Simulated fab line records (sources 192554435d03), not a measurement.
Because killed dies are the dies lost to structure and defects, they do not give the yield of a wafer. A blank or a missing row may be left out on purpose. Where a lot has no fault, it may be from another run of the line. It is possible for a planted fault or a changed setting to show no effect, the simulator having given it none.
Chamber matching    flow n5_finfet    rie_diel-04 running N5_BEOL_M13_TRENCH_ETCH_34: 4 sister chambers
The step etches SiOC in C4F8/O2/Ar, target depth 413.47 nm, time 162.6 s. 4 wafers are shown with their chamber, then 7 later ones without.

## WAFERS PAIRED WITH THEIR CHAMBERS
wafer   chamber  showerhead_plenum_p_Torr (Torr)
L076.2  3        3.58
L087.5  1        3.53
L094.1  0        3.33
L094.2  2        3.45

## WAFERS MISSING THEIR CHAMBER
wafer   showerhead_plenum_p_Torr (Torr)
L094.4  3.52
L097.4  3.56
L097.5  3.45
L097.6  3.33
L095.2  3.45
L095.4  3.56
L095.6  3.45

## THE CHAMBER EACH PASSED THROUGH
wafer   from the rows above      in truth
L094.4  1                        1
L097.4  can't be placed: 3 or 1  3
L097.5  2                        2
L097.6  0                        0
L095.2  2                        2
L095.4  can't be placed: 3 or 1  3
L095.6  2                        2
Placed correctly: 5 of 7. These rows do not allow placing 2 (true chamber among the candidates in 2). 0 placed wrongly.
How it was worked out, from the rows above alone: a wafer's distance from a chamber is the root of the sum, over the readings, of the square of ((its reading less the chamber's mean) divided by the reading's scatter). The wafer belongs to the nearest chamber; if the next one is less than 2 further off, it can't be placed. Each chamber's mean is taken over the wafers shown for it. The scatter: with one shown wafer a chamber, the root of the mean of the squares of how far each hidden wafer lies from its nearest shown one.
